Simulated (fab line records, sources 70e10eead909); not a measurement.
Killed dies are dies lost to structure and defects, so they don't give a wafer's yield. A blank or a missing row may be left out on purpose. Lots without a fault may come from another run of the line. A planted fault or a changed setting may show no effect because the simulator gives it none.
Chamber matching | flow nand_harc | NHARC_A_M1_DESCUM_14 on rie_diel-02: 4 sister chambers
The step chemistry O2, time 3 s. 4 wafers are shown with their chamber, then 8 later ones without.

WAFERS WITH THEIR CHAMBER
wafer  | chamber | drypump_motor_current_A (A)
L079.5 | 1       | 5.2
L091.5 | 2       | 6.5
L091.6 | 0       | 5.7
L093.1 | 3       | 5.1

WAFERS WITHOUT THEIR CHAMBER
wafer  | drypump_motor_current_A (A)
L093.3 | 5.2
L093.4 | 5.7
L097.1 | 6.4
L097.3 | 5.1
L097.6 | 6.4
L096.1 | 5.2
L096.2 | 5.7
L096.4 | 6.4

WHICH CHAMBER EACH WENT THROUGH
wafer  | from the rows above     | in truth
L093.3 | can't be placed: 1 or 3 | 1
L093.4 | 0                       | 0
L097.1 | 2                       | 2
L097.3 | can't be placed: 3 or 1 | 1
L097.6 | 2                       | 2
L096.1 | can't be placed: 1 or 3 | 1
L096.2 | 0                       | 0
L096.4 | 2                       | 2
Placed correctly: 5 of 8. Can't be placed from these rows: 3 (the true chamber is among the candidates in 3). Placed wrongly: 0.
How it was worked out, from the rows above alone: a wafer's distance from a chamber is the root of the sum, over the readings, of the square of ((its reading less the chamber's mean) divided by the reading's scatter). The wafer belongs to the nearest chamber; if the next one is less than 2 further off, it can't be placed. A chamber's mean is the mean of its shown wafers. The scatter: with one shown wafer a chamber, the root of the mean of the squares of how far each hidden wafer lies from its nearest shown one.
